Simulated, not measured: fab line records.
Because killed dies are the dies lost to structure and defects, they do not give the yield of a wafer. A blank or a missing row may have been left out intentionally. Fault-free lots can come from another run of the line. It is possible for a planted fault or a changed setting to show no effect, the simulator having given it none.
fab line records ; flow n5Finfet
record lots=10; wafers=30; lastDay=16
route steps=1938 shown BEOL_M2@889 BEOL_M4@1111 PASSIVATION@1936
lots with no fault: from the same line, run without faults
startH: the number of hours between the record's first day and the start of the first shown wafer of the lot ; waitH: hours elapsed since this lot's preceding step ; " identical to the entry in the row above ; L1.1+2: several wafers, shown together as one row ; - no value, or no start given ; * or withheld: withheld ; < > ~ a bound
route shown NAME@n: NAME is a module with steps in the file, n the number in the route of the first one ; usual: mean/standard deviation taken from wafers without a fault ; same: alike in all rows ; chamber/n: place in a boat ; sites: per-site readings ; _std_site: standard deviation across them ; _edge_site: inner sites' mean taken away from outer sites' mean ; radiusMm: for every site, how far away it sits from the centre of the wafer ; mask NAME#n: copy n ; behind: the last tool/chamber to shape the wafer ; hold: reason for holding the lot/hours on hold/outcome of the hold ; device: whichever transistor did not switch (one of n, p or np) ; end of line: the same wafers' tests at the end of the route ; for a step that has no rows: nothing shown but its recipe ; killed: count of dies lost to structure and defects at first sort (not the wafer's yield) ; map: the dies of a wafer, with x for killed, . for not killed, _ for no die there
set.NAME: the setting that was run; set.NAME@STEP: the one run at that earlier step ; model.NAME: the simulator's own value behind a step, which no gauge read
the route's steps for a sample of lots (tables are steps, rows are wafers)
services: the hour from which a tool's chamber was out of use, counted from the record's first day as startH (under 0 if before that day), plus the number of hours and why
## steps
# step N5_BEOL_M2_STRIP_36
# recipe chemistry=N2/H2; powerW=450; tempC=40; pressureMtorr=20; rfFrequencyHz=6e+07; overashFraction=0.3; biasPowerW=7; h2Frac=0.5; n2FlowSccm=200; h2FlowSccm=200
# usual drypumpMotorCurrentA=5.7/0.5; h2FlowSccm=200.1/0.61; oesProductAu=0.83/0.089; powerW=450.0/1.4; rfVppV=59.0/1.6; showerheadPlenumPTorr=2.54/0.091; throttleValvePct=23.7/0.36
lot.wafer;tool;chamber;startH;waitH;drypumpMotorCurrentA;h2FlowSccm;oesProductAu;powerW;rfHoursCounterH;rfVppV;showerheadPlenumPTorr;throttleValvePct
L882.1;rieDiel-01;2;134.14;0.0;6.2;201.5;0.70;450.4;245;57.3;2.60;23.8
L882.4;rieDiel-01;1;134.14;0.0;5.0;200.0;0.73;449.1;-;59.0;2.45;24.3
L882.6;rieDiel-01;2;134.14;0.0;6.2;201.8;0.70;450.1;-;57.5;2.60;23.8
L883.1;rieDiel-02;1;146.21;0.0;6.4;200.4;0.80;448.2;139;57.8;2.45;23.3
L883.2;rieDiel-02;2;146.21;0.0;5.8;199.4;0.94;450.9;9;59.5;2.62;23.7
L883.4;rieDiel-02;0;146.21;0.0;5.5;199.4;0.91;448.5;26;57.4;2.71;23.8
L885.2;rieDiel-02;1;149.46;0.0;6.4;199.8;0.79;451.3;140;58.4;2.45;23.3
L885.3;rieDiel-02;2;149.46;0.0;5.8;200.0;0.94;451.5;10;58.7;2.62;23.7
L885.4;rieDiel-02;1;149.46;0.0;6.4;199.5;0.80;448.6;-;59.7;2.45;23.3
L888.2;rieDiel-02;0;172.79;0.0;5.5;200.5;0.89;453.0;36;60.4;2.70;23.8
L888.4;rieDiel-02;2;172.79;0.0;5.8;200.5;0.90;448.5;19;56.5;2.61;23.7
L888.5;rieDiel-02;3;172.79;0.0;6.1;200.4;1.00;452.8;-;59.8;2.48;23.4
L889.1;rieDiel-02;3;180.84;0.0;6.1;200.1;1.01;449.9;3;59.3;2.47;23.4
L889.5;rieDiel-02;3;180.84;0.0;6.1;200.1;1.00;449.4;-;57.9;2.48;23.4
L889.6;rieDiel-02;2;180.84;0.0;5.8;199.9;0.89;450.1;-;61.8;2.61;23.7
L891.2;rieDiel-02;0;184.16;0.0;5.5;200.7;0.88;449.6;40;59.5;2.70;23.8
L891.4;rieDiel-02;1;184.16;0.0;6.3;199.7;0.77;449.5;151;57.4;2.44;23.4
L891.6;rieDiel-02;1;184.16;0.0;6.3;200.2;0.78;451.5;-;60.0;2.44;23.3
L892.1;rieDiel-02;3;197.44;0.0;6.2;200.0;0.97;451.4;10;56.8;2.47;23.4
L892.2;rieDiel-02;1;197.44;0.0;6.3;200.5;0.76;450.2;155;58.3;2.44;23.4
L892.3;rieDiel-02;0;197.44;0.0;5.5;201.0;0.88;450.5;44;59.2;2.70;23.8
L893.2;rieDiel-01;0;209.98;0.0;4.7;199.0;0.72;449.5;213;60.9;2.52;23.5
L893.3;rieDiel-01;1;209.98;0.0;5.0;200.0;0.72;452.3;188;56.5;2.44;24.4
L893.6;rieDiel-01;0;209.98;0.0;4.7;199.9;0.72;450.0;-;60.1;2.52;23.5
L895.1;rieDiel-01;0;210.59;0.0;4.7;200.2;0.73;451.4;214;59.0;2.52;23.4
L895.2;rieDiel-01;2;210.59;0.0;6.2;200.2;0.93;450.2;17;56.6;2.59;23.5
L895.5;rieDiel-01;3;210.59;0.0;5.4;199.9;0.87;451.4;-;56.9;2.45;23.7
L903.1;rieDiel-01;1;261.70;0.0;5.0;199.2;0.70;449.8;210;58.6;2.43;24.4
L903.2;rieDiel-01;2;261.70;0.0;6.2;200.3;0.87;450.0;38;60.2;2.58;23.5
L903.3;rieDiel-01;0;261.70;0.0;4.7;200.3;0.71;452.0;235;57.3;2.51;23.5
# step N5_BEOL_M2_OCD_MEAS_38
# usual trenchDepthNm=56.1/1.3
lot.wafer;tool;chamber;startH;waitH;trenchDepthNm
L882.1;ocd-02;-;134.34;-;54.8
L882.4;ocd-02;-;134.34;-;55.2
L882.6;ocd-02;-;134.34;-;55.3
L883.1;ocd-01;-;146.40;-;55.4
L883.2;ocd-01;-;146.40;-;56.8
L883.4;ocd-01;-;146.40;-;57.6
L885.2;ocd-01;-;149.66;-;56.6
L885.3;ocd-01;-;149.66;-;57.4
L885.4;ocd-01;-;149.66;-;56.3
L888.2;ocd-01;-;172.98;-;57.3
L888.4;ocd-01;-;172.98;-;56.6
L888.5;ocd-01;-;172.98;-;57.8
L889.1;ocd-02;-;181.04;-;57.1
L889.5;ocd-02;-;181.04;-;57.4
L889.6;ocd-02;-;181.04;-;57.7
L891.2;ocd-01;-;184.36;-;56.6
L891.4;ocd-01;-;184.36;-;54.9
L891.6;ocd-01;-;184.36;-;55.2
L892.1;ocd-01;-;197.63;-;55.8
L892.2;ocd-01;-;197.63;-;54.8
L892.3;ocd-01;-;197.63;-;55.8
L893.2;ocd-01;-;210.18;-;54.8
L893.3;ocd-01;-;210.18;-;54.3
L893.6;ocd-01;-;210.18;-;55.0
L895.1;ocd-02;-;210.79;-;54.9
L895.2;ocd-02;-;210.79;-;55.6
L895.5;ocd-02;-;210.79;-;53.9
L903.1;ocd-02;-;261.89;-;54.7
L903.2;ocd-02;-;261.89;-;54.3
L903.3;ocd-02;-;261.89;-;54.3
# step N5_BEOL_M2_ALD_84
# recipe material=TaN; targetThkA=*; tempC=275; aldPrecursorFamily=PDMAT; aldCoReactant=NH3; pressureTorr=3; carrierFlowSccm=1500; pulseTimeS=2; purgeTimeS=3; coReactantPurgeTimeS=2; coReactantPulseTimeS=3; aldCycles=30; precursorVesselTempC=75; precursorVesselPressureTorr=26.25; precursorVesselCarrierSccm=1000
# usual chamberPressureTorr=3.001/0.0064; heaterPowerW=397/29; pulseTimeS=2/0
# same aldCycles=30
lot.wafer;tool;chamber;startH;waitH;chamberPressureTorr;heaterPowerW;pulseTimeS
L882.1;aldMetal-02;3;135.22;0.1;3.006;382;2
L882.4;aldMetal-02;0;135.22;0.1;3.000;396;2
L882.6;aldMetal-02;2;135.22;0.1;3.000;385;2
L883.1;aldMetal-02;0;146.74;0.1;2.995;395;2
L883.2;aldMetal-02;2;146.74;0.1;3.008;387;2
L883.4;aldMetal-02;2;146.74;0.1;3.003;393;2
L885.2;aldMetal-02;2;150.19;0.1;3.007;389;2
L885.3;aldMetal-02;3;150.19;0.1;2.987;385;2
L885.4;aldMetal-02;0;150.19;0.1;3.006;389;2
L888.2;aldMetal-02;0;173.86;0.0;3.005;394;2
L888.4;aldMetal-02;1;173.86;0.0;2.997;416;2
L888.5;aldMetal-02;2;173.86;0.0;3.004;381;2
L889.1;aldMetal-01;3;181.67;0.0;2.998;391;2
L889.5;aldMetal-01;1;181.67;0.0;2.990;314;2
L889.6;aldMetal-01;3;181.67;0.0;3.005;393;2
L891.2;aldMetal-02;3;184.98;0.0;2.999;391;2
L891.4;aldMetal-02;1;184.98;0.0;3.007;399;2
L891.6;aldMetal-02;3;184.98;0.0;2.995;384;2
L892.1;aldMetal-02;2;198.12;0.1;3.008;384;2
L892.2;aldMetal-02;1;198.12;0.1;3.011;406;2
L892.3;aldMetal-02;0;198.12;0.1;3.000;387;2
L893.2;aldMetal-02;1;210.96;0.0;2.998;412;2.1935
L893.3;aldMetal-02;0;210.96;0.0;3.000;386;2
L893.6;aldMetal-02;1;210.96;0.0;3.005;406;2.1935
L895.1;aldMetal-02;2;211.18;0.0;3.007;384;2
L895.2;aldMetal-02;3;211.18;0.0;2.992;390;2.1935
L895.5;aldMetal-02;3;211.18;0.0;3.008;387;2
L903.1;aldMetal-01;1;262.50;0.0;3.005;315;2
L903.2;aldMetal-01;3;262.50;0.0;3.010;401;2
L903.3;aldMetal-01;2;262.50;0.0;3.007;415;2
# step N5_BEOL_M2_SPUTTER_79
# recipe material=Cu; targetThkA=45; tempC=-20; chamberPressurePa=0.07; powerW=withheld; timeS=8.29
# usual throttleValvePct=30.1/0.68
lot.wafer;tool;chamber;startH;waitH;throttleValvePct
L882.1;pvdSputter-01;-;136.04;0.1;29.5
L882.4;pvdSputter-01;-;136.04;0.1;30.2
L882.6;pvdSputter-01;-;136.04;0.1;29.9
L883.1;pvdSputter-02;-;147.60;0.1;29.2
L883.2;pvdSputter-02;-;147.60;0.1;30.7
L883.4;pvdSputter-02;-;147.60;0.1;31.1
L885.2;pvdSputter-02;-;150.87;0.1;31.1
L885.3;pvdSputter-02;-;150.87;0.1;30.8
L885.4;pvdSputter-02;-;150.87;0.1;29.1
L888.2;pvdSputter-03;-;174.61;0.1;29.0
L888.4;pvdSputter-03;-;174.61;0.1;30.9
L888.5;pvdSputter-03;-;174.61;0.1;29.8
L889.1;pvdSputter-01;-;182.44;0.1;29.5
L889.5;pvdSputter-01;-;182.44;0.1;30.4
L889.6;pvdSputter-01;-;182.44;0.1;30.6
L891.2;pvdSputter-03;-;185.94;0.1;29.7
L891.4;pvdSputter-03;-;185.94;0.1;30.9
L891.6;pvdSputter-03;-;185.94;0.1;29.2
L892.1;pvdSputter-03;-;198.93;0.1;29.6
L892.2;pvdSputter-03;-;198.93;0.1;30.9
L892.3;pvdSputter-03;-;198.93;0.1;29.3
L893.2;pvdSputter-02;-;211.64;0.1;29.3
L893.3;pvdSputter-02;-;211.64;0.1;29.4
L893.6;pvdSputter-02;-;211.64;0.1;29.5
L895.1;pvdSputter-01;-;211.93;0.1;29.9
L895.2;pvdSputter-01;-;211.93;0.1;30.6
L895.5;pvdSputter-01;-;211.93;0.1;30.1
L903.1;pvdSputter-03;-;263.18;0.1;29.1
L903.2;pvdSputter-03;-;263.18;0.1;31.1
L903.3;pvdSputter-03;-;263.18;0.1;30.4
# step N5_BEOL_M4_RC_MEAS_101
# usual DIBL_N=36.8/1.5; DIBL_P=37.1/2.1; IOFF_N=0.168/0.03; IOFF_P=0.22/0.034; ION_N=679/12; ION_P=466/8; SS_N=71.7/0.58; SS_P=73.5/0.67; VT_N=248.8/2.7; VT_P=-250/3.3
lot.wafer;tool;chamber;startH;waitH;DIBL_N[mV/V];DIBL_P[mV/V];IOFF_N[nA/um];IOFF_P[nA/um];ION_N[uA/um];ION_P[uA/um];SS_N[mV/dec];SS_P[mV/dec];VT_N[mV];VT_P[mV]
L882.1;prober-02;0;156.19;0.0;38.6;39.9;0.204;0.24;683;463;73.2;74.1;247.3;-249
L882.4;prober-02;0;156.19;0.0;34.9;35.0;0.135;0.17;662;455;71.3;73.5;250.8;-256
L882.6;prober-02;0;156.19;0.0;38.5;39.9;0.213;0.25;679;466;71.6;74.3;244.0;-247
L883.1;prober-01;0;170.64;0.0;37.6;39.4;0.203;0.29;694;475;71.2;74.3;245.8;-247
L883.2;prober-01;0;170.64;0.0;37.3;37.8;0.181;0.25;679;466;71.3;73.5;249.1;-248
L883.4;prober-01;0;170.64;0.0;38.0;39.2;0.197;0.28;679;470;71.7;74.9;247.4;-246
L885.2;prober-02;0;181.93;0.2;36.8;36.8;0.162;0.26;690;482;71.3;73.5;248.8;-246
L885.3;prober-02;0;181.93;0.2;37.9;38.8;0.184;0.29;689;479;71.8;74.2;249.6;-242
L885.4;prober-02;0;181.93;0.2;37.9;37.6;0.190;0.26;704;486;71.9;73.5;246.3;-246
L888.2;prober-01;0;198.07;0.2;35.4;37.0;0.167;0.22;671;469;71.3;74.0;247.2;-249
L888.4;prober-01;0;198.07;0.2;35.5;37.0;0.166;0.21;680;463;71.8;72.8;245.1;-248
L888.5;prober-01;0;198.07;0.2;35.6;37.2;0.183;0.22;684;470;71.2;73.4;244.9;-247
L889.1;prober-02;0;207.27;0.0;39.4;37.8;0.201;0.25;695;471;71.9;74.3;248.2;-249
L889.5;prober-02;0;207.27;0.0;37.6;36.6;0.169;0.23;684;466;72.0;73.3;250.7;-246
L889.6;prober-02;0;207.27;0.0;37.8;37.7;0.178;0.25;695;478;72.0;73.8;247.1;-243
L891.2;prober-01;0;209.36;0.2;38.6;40.4;0.222;0.23;688;457;71.9;74.1;245.8;-253
L891.4;prober-01;0;209.36;0.2;35.1;36.2;0.148;0.16;680;458;70.8;72.7;249.5;-257
L891.6;prober-01;0;209.36;0.2;37.7;38.2;0.178;0.20;673;457;72.5;73.5;249.2;-254
L892.1;prober-02;0;216.12;0.0;40.3;41.8;0.264;0.28;698;468;72.5;74.9;243.8;-250
L892.2;prober-02;0;216.12;0.0;36.5;36.5;0.150;0.18;660;452;70.7;74.0;251.1;-253
L892.3;prober-02;0;216.12;0.0;38.9;41.4;0.217;0.27;677;467;72.4;74.1;244.8;-249
L893.2;prober-01;0;237.39;0.2;35.2;34.7;0.149;0.19;680;466;71.2;73.7;248.8;-253
L893.3;prober-01;0;237.39;0.2;34.9;33.7;0.131;0.18;663;459;71.7;73.0;252.6;-254
L893.6;prober-01;0;237.39;0.2;33.5;31.6;0.115;0.15;658;449;71.1;72.5;254.1;-255
L895.1;prober-02;0;242.12;0.0;34.3;32.5;0.132;0.19;662;465;70.9;73.3;250.2;-251
L895.2;prober-02;0;242.12;0.0;36.4;34.9;0.166;0.22;676;470;71.2;73.4;247.7;-250
L895.5;prober-02;0;242.12;0.0;35.6;34.2;0.152;0.21;670;461;71.0;74.0;249.4;-250
L903.1;prober-02;0;288.14;0.0;39.5;39.8;0.233;0.28;712;478;71.8;74.5;244.4;-247
L903.2;prober-02;0;288.14;0.0;36.3;36.0;0.149;0.21;687;472;71.4;73.2;250.9;-249
L903.3;prober-02;0;288.14;0.0;37.7;37.7;0.182;0.23;695;476;72.2;73.2;248.9;-250
# step N5_PASSIVATION_PROBE_49
# usual defectLimitedYield=91.0/1.5; killed_at_M0_to_M3=34/11; killed_at_M4_up=14/5.3; killedAtContacts=13/7; killedAtFrontEnd=41/13; killedAtOther=4/3.1; killedDies=106/17; killedOpen=70/12; killedShort=35/8; sort_bin_5_function=5.2/0.98; sort_bin_6_memory=3.4/0.69; sortNPass=1074/17; sortYieldPct=91.0/1.5
# same grossDies=1180; killedAtBackSide=0; sort_bin_4_leakage[%]=0; sort_bin_8_speed[%]=0
lot.wafer;tool;chamber;startH;waitH;defectLimitedYield[%];killed_at_M0_to_M3;killed_at_M4_up;killedAtContacts;killedAtFrontEnd;killedAtOther;killedDies;killedOpen;killedShort;sort_bin_5_function[%];sort_bin_6_memory[%];sortNPass;sortYieldPct[%]
L882.1;prober-02;-;258.38;0.0;91.8;16;12;9;55;5;97;54;43;4.2;3.6;1083;91.8
L882.4;prober-02;-;258.53;0.2;91.8;30;11;8;44;4;97;68;27;4.7;3.4;1083;91.8
L882.6;prober-02;-;258.63;0.3;93.1;22;11;3;39;7;82;63;19;4.4;2.5;1098;93.1
L883.1;prober-02;-;267.14;0.0;91.6;23;15;28;30;3;99;72;26;4.9;3.2;1081;91.6
L883.2;prober-02;-;267.19;0.1;94.4;14;17;6;26;3;66;50;15;3.3;2.3;1114;94.4
L883.4;prober-02;-;267.29;0.2;92.7;37;7;21;19;2;86;62;23;4.4;2.5;1094;92.7
L888.2;prober-01;-;292.78;0.1;89.4;31;32;12;38;12;125;74;49;5.5;4.4;1055;89.4
L888.4;prober-01;-;292.88;0.2;91.8;37;16;10;32;2;97;63;34;4.4;3.4;1083;91.8
L888.5;prober-01;-;292.93;0.2;90.5;42;28;9;29;4;112;72;39;5.1;4.1;1068;90.5
L892.1;prober-01;-;317.91;0.0;89.8;47;14;6;52;1;120;67;48;5.9;3.6;1060;89.8
L892.2;prober-01;-;317.96;0.1;89.9;41;12;8;53;5;119;66;48;5.7;3.9;1061;89.9
L892.3;prober-01;-;318.01;0.1;89.8;26;11;21;61;1;120;82;38;5.8;3.8;1060;89.8
L893.2;prober-02;-;339.64;0.1;90.8;15;10;18;59;7;109;67;42;4.8;4.0;1071;90.8
L893.3;prober-02;-;339.69;0.1;92.7;10;15;17;40;4;86;51;32;3.3;3.4;1094;92.7
L893.6;prober-02;-;339.84;0.3;89.6;24;14;32;46;7;123;81;39;5.3;4.9;1057;89.6
L895.1;prober-02;-;341.91;0.0;91.4;31;12;10;43;6;102;69;33;5.3;3.1;1078;91.4
L895.2;prober-02;-;341.96;0.1;88.9;48;21;9;51;2;131;89;42;6.8;3.7;1049;88.9
L895.5;prober-02;-;342.11;0.2;91.8;23;20;6;43;5;97;55;39;4.8;3.0;1083;91.8
# killed by level:class
L882.1 FIN_SAQP:geometricParticle:open=17 FIN_SAQP:geometricParticle:short=17 MOL_CONTACT_COAG:geometricParticle:open=8 BEOL_M0_SAQP:geometricParticle:short=7 DUMMY_GATE:geometricParticle:open=6 BEOL_M0_SAQP:geometricParticle:open=5 BEOL_M4:geometricParticle:short=4 GATE_CUT:geometricParticle:open=3
L882.4 BEOL_M2:geometricParticle:open=14 FIN_SAQP:geometricParticle:open=12 STI_FIN_REVEAL:geometricParticle:open=7 MOL_CONTACT_COAG:geometricParticle:open=7 BEOL_M4:geometricParticle:open=5 FIN_SAQP:geometricParticle:short=4 DUMMY_GATE:geometricParticle:short=4 BEOL_M0_SAQP:geometricParticle:open=4
L882.6 FIN_SAQP:geometricParticle:open=11 FIN_SAQP:geometricParticle:short=7 DUMMY_GATE:geometricParticle:open=6 BEOL_M4:geometricParticle:open=6 BEOL_M0_SAQP:geometricParticle:open=5 BEOL_M3:geometricParticle:open=5 STI_FIN_REVEAL:geometricParticle:open=4 BEOL_M2:geometricParticle:open=4
L883.1 MOL_CONTACT_COAG:geometricParticle:open=23 FIN_SAQP:geometricParticle:open=8 BEOL_M4:geometricParticle:open=8 BEOL_M1:geometricParticle:open=6 MOL_CONTACT_COAG:geometricParticle:short=5 GATE_CUT:geometricParticle:short=4 BEOL_M0_SAQP:geometricParticle:short=4 BEOL_M2:geometricParticle:open=4
L883.2 BEOL_M4:geometricParticle:open=10 STI_FIN_REVEAL:geometricParticle:open=9 FIN_SAQP:geometricParticle:open=6 BEOL_M0_SAQP:geometricParticle:open=6 FIN_SAQP:geometricParticle:short=4 MOL_CONTACT_COAG:geometricParticle:open=4 BEOL_M0_SAQP:geometricParticle:short=3 DUMMY_GATE:geometricParticle:open=2
L883.4 MOL_CONTACT_COAG:geometricParticle:open=19 BEOL_M0_SAQP:geometricParticle:open=15 BEOL_M2:geometricParticle:open=8 FIN_SAQP:geometricParticle:short=6 BEOL_M0_SAQP:geometricParticle:short=6 FIN_SAQP:geometricParticle:open=5 BEOL_M3:geometricParticle:open=3 BEOL_M4:geometricParticle:open=3
L888.2 BEOL_M0_SAQP:geometricParticle:short=14 BEOL_M4:geometricParticle:open=11 BEOL_M3:geometricParticle:open=9 MOL_CONTACT_COAG:geometricParticle:open=8 DUMMY_GATE:geometricParticle:open=6 BEOL_M4:geometricParticle:short=6 FIN_SAQP:geometricParticle:short=5 BEOL_M5:geometricParticle:open=5
L888.4 BEOL_M0_SAQP:geometricParticle:open=9 MOL_CONTACT_COAG:geometricParticle:open=8 BEOL_M4:geometricParticle:open=8 FIN_SAQP:geometricParticle:short=6 STI_FIN_REVEAL:geometricParticle:open=6 BEOL_M3:geometricParticle:open=6 FIN_SAQP:geometricParticle:open=5 GATE_CUT:geometricParticle:short=5
L888.5 BEOL_M4:geometricParticle:open=20 BEOL_M3:geometricParticle:open=19 BEOL_M3:geometricParticle:short=12 FIN_SAQP:geometricParticle:short=9 MOL_CONTACT_COAG:geometricParticle:open=6 BEOL_M1:geometricParticle:open=4 GATE_CUT:geometricParticle:open=3 GATE_CUT:geometricParticle:short=3
L892.1 BEOL_M0_SAQP:geometricParticle:short=14 BEOL_M0_SAQP:geometricParticle:open=14 STI_FIN_REVEAL:geometricParticle:open=8 BEOL_M3:geometricParticle:open=8 DUMMY_GATE:geometricParticle:open=7 BEOL_M1:geometricParticle:open=6 FIN_SAQP:geometricParticle:short=5 FIN_SAQP:geometricParticle:open=5
L892.2 BEOL_M0_SAQP:geometricParticle:short=15 BEOL_M0_SAQP:geometricParticle:open=15 STI_FIN_REVEAL:geometricParticle:open=13 FIN_SAQP:geometricParticle:open=9 FIN_SAQP:geometricParticle:short=6 STI_FIN_REVEAL:geometricParticle:short=5 BEOL_M1:geometricParticle:open=5 DUMMY_GATE:geometricParticle:open=4
L892.3 FIN_SAQP:geometricParticle:open=17 STI_FIN_REVEAL:geometricParticle:open=17 MOL_CONTACT_COAG:geometricParticle:open=16 FIN_SAQP:geometricParticle:short=7 BEOL_M0_SAQP:geometricParticle:open=7 STI_FIN_REVEAL:geometricParticle:short=5 MOL_CONTACT_COAG:geometricParticle:short=5 BEOL_M0_SAQP:geometricParticle:short=5
L893.2 STI_FIN_REVEAL:geometricParticle:open=22 MOL_CONTACT_COAG:geometricParticle:open=15 FIN_SAQP:geometricParticle:open=9 FIN_SAQP:geometricParticle:short=8 STI_FIN_REVEAL:geometricParticle:short=7 BEOL_M0:geometricParticle:short=5 GATE_CUT:geometricParticle:short=3 MOL_CONTACT_COAG:geometricParticle:short=3
L893.3 MOL_CONTACT_COAG:geometricParticle:open=13 FIN_SAQP:geometricParticle:open=9 GATE_CUT:geometricParticle:short=8 STI_FIN_REVEAL:geometricParticle:open=6 FIN_SAQP:geometricParticle:short=5 BEOL_M4:geometricParticle:open=5 MOL_CONTACT_COAG:geometricParticle:short=4 BEOL_M0_SAQP:geometricParticle:open=3
L893.6 MOL_CONTACT_COAG:geometricParticle:open=25 STI_FIN_REVEAL:geometricParticle:open=15 BEOL_M3:geometricParticle:open=8 MOL_CONTACT_COAG:geometricParticle:short=7 FIN_SAQP:geometricParticle:open=6 FIN_SAQP:geometricParticle:short=5 STI_FIN_REVEAL:geometricParticle:short=5 BEOL_M0_SAQP:geometricParticle:open=5
L895.1 BEOL_M2:geometricParticle:open=13 FIN_SAQP:geometricParticle:open=8 STI_FIN_REVEAL:geometricParticle:open=8 MOL_CONTACT_COAG:geometricParticle:open=7 DUMMY_GATE:geometricParticle:open=6 FIN_SAQP:geometricParticle:short=5 BEOL_M2:geometricParticle:short=4 STARTING-WAFER:geometricParticle:short=4
L895.2 BEOL_M2:geometricParticle:open=12 FIN_SAQP:geometricParticle:short=11 BEOL_M1:geometricParticle:open=10 MOL_CONTACT_COAG:geometricParticle:open=9 BEOL_M4:geometricParticle:open=9 STI_FIN_REVEAL:geometricParticle:open=8 GATE_CUT:geometricParticle:short=7 GATE_CUT:geometricParticle:open=7
L895.5 FIN_SAQP:geometricParticle:short=9 STI_FIN_REVEAL:geometricParticle:open=8 BEOL_M4:geometricParticle:open=8 BEOL_M2:geometricParticle:open=7 MOL_CONTACT_COAG:geometricParticle:open=5 BEOL_M2:geometricParticle:short=4 BEOL_M3:geometricParticle:open=4 BEOL_M6:geometricParticle:open=4
## services
tool;chamber;startH;hours;kind
aldMetal-02;-;116.98;0.9;repair
rieDiel-01;3;130.35;4.5;repair
aldMetal-02;1;140.20;31.7;repair
rieDiel-01;2;147.45;-;clean
rieDiel-01;2;147.45;-;consumableReplace:focusRing
rieDiel-01;2;147.45;14.8;scheduledDown
rieDiel-01;2;147.45;14.8;ventCycle
rieDiel-02;3;148.32;-;clean
rieDiel-02;3;148.32;-;consumableReplace:focusRing
rieDiel-01;-;148.96;0.1;repair
pvdSputter-02;-;153.89;1.6;repair
rieDiel-02;1;158.46;5.5;repair
aldMetal-01;0;164.19;25.1;repair
aldMetal-01;-;212.84;6.0;pm
rieDiel-02;2;235.45;2.4;repair
rieDiel-01;3;246.14;18.9;repair
## key
firstSign step=N5_BEOL_M2_ALD_84; reading=pulseTimeS; direction=up; sigmas=99+; usual=*; struck=*
effect none on later readings
metAt N5_BEOL_M2_ALD_84
struckLots L893,L895
struckWafers L893.2,L893.6,L895.2
notActingAt N5_BEOL_M2_STRIP_36,N5_BEOL_M2_OCD_MEAS_38,N5_BEOL_M2_SPUTTER_79
onsetBetween 198.12 210.96
fault kind=processParameterDrift; tool=aldMetal-02; chamber=-; onsetH=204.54; steps=N5_BEOL_M2_ALD_84; channel=pulseTimeS; offset=*; shape=step; endH=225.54; scope=struckWafersOnly; actsIn=*; stated=*
